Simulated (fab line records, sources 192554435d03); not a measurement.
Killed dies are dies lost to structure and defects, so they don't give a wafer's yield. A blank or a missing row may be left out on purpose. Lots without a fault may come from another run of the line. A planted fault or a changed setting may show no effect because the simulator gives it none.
Chamber matching | flow n5_finfet | N5_FIN_SAQP_PECVD_47 on pecvd-04: 3 sister chambers
The step deposits a-Si from SiH4/He, target thk 45 nm, time 36.3 s. 6 wafers are shown with their chamber, then 9 later ones without.

WAFERS WITH THEIR CHAMBER
wafer  | chamber | showerhead_plenum_p_Torr (Torr) | throttle_valve_pct (%)
L085.3 | 1       | 5.72                            | 18.6
L085.6 | 1       | 5.73                            | 18.9
L086.4 | 2       | 5.70                            | 17.7
L089.2 | 0       | 5.60                            | 18.5
L089.4 | 0       | 5.59                            | 18.2
L089.5 | 2       | 5.70                            | 17.9

WAFERS WITHOUT THEIR CHAMBER
wafer  | showerhead_plenum_p_Torr (Torr) | throttle_valve_pct (%)
L093.1 | 5.72                            | 19.0
L093.2 | 5.60                            | 18.4
L093.4 | 5.72                            | 18.8
L095.1 | 5.68                            | 17.7
L095.4 | 5.73                            | 18.8
L095.5 | 5.70                            | 17.9
L096.3 | 5.72                            | 18.8
L096.5 | 5.60                            | 18.6
L096.6 | 5.74                            | 18.9

WHICH CHAMBER EACH WENT THROUGH
wafer  | from the rows above | in truth
L093.1 | 1                   | 1
L093.2 | 0                   | 0
L093.4 | 1                   | 1
L095.1 | 2                   | 2
L095.4 | 1                   | 1
L095.5 | 2                   | 2
L096.3 | 1                   | 1
L096.5 | 0                   | 0
L096.6 | 1                   | 1
Placed correctly: 9 of 9. Can't be placed from these rows: 0. Placed wrongly: 0.
How it was worked out, from the rows above alone: a wafer's distance from a chamber is the root of the sum, over the readings, of the square of ((its reading less the chamber's mean) divided by the reading's scatter). The wafer belongs to the nearest chamber; if the next one is less than 2 further off, it can't be placed. A chamber's mean is the mean of its shown wafers. The scatter: the root of (the sum of the squares of (reading less its chamber's mean) over the shown wafers, divided by (wafers less chambers)).
